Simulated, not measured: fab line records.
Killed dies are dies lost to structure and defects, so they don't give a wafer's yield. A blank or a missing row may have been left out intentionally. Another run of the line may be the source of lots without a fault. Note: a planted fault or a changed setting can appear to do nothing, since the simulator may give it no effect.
Comparing a struck lot with a sound one    flow nand harc    13 steps out of a route of 1302
Sound: the wafers L823.2, L823.3, L823.4. Struck: wafers L815.2, L815.3, L815.6. The cause comes at the end.
Order at every step that has rows: each side's tool, ch and its chambers, its first start. Under that, the readings that differ: sound wafers    struck wafers    difference of the means    sigmas: that difference in standard deviations of wafers without a fault.
alike: a reading whose means differ by less than 2 such deviations, as well as words and numbers matching on both sides. not compared: withheld readings; readings where some wafer has no value; bounds like >300 that might hide an equal value; numbers whose values overlap and for which the record gives no deviation.
A row with sigmas, a row that says differs or no value, or rows on one side alone: a step with any of these is where the two part. Numbers that have no deviation but don't overlap get no sigmas and don't part them. Lack of a reading on every wafer of one side parts them only where that side has two or more wafers.

first, 12 steps without rows for these wafers: NHARC_P_STI_PRECLEAN_27 (cleans in SC1); NHARC_P_STI_SRD_28; NHARC_P_STI_OXIDE_29 (material SiO2, target thk 10 nm, ox time 1362 s); NHARC_P_STI_HM_DEP_30 (deposits Si3N4, target thk 80 nm, time 873 s); NHARC_P_STI_DEHYDRATE_01 (time 120 s); NHARC_P_STI_HMDS_02 (time 30 s); NHARC_P_STI_COAT_41 (time 65 s); NHARC_P_STI_COAT_03 (resist thk 600 nm); NHARC_P_STI_SOFTBAKE_04 (time 70 s); NHARC_P_STI_EBR_05; NHARC_P_STI_EXPOSE_06 (exposes mask P STI, target cd 200 nm); NHARC_P_STI_PEB_07 (peb time 80 s).
NHARC_P_STI_DEVELOP_08: time 50 s.
  struck on litho track-02, day 4 22:00; sound on litho track-02 ch 0, day 8 08:00
  no value came back on the struck wafers for chill plate temp C (C), developer temp C (C); on the sound wafers chill plate temp C (C) reads 23.07 22.92 22.94

== WHERE THEY PART ==
Only at NHARC_P_STI_DEVELOP_08, as far as this record shows.

WHY: what had been put in by the simulator
Step skipped in full: litho track-02, at NHARC_P_STI_DEVELOP_08, from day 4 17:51 onward. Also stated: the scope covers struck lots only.
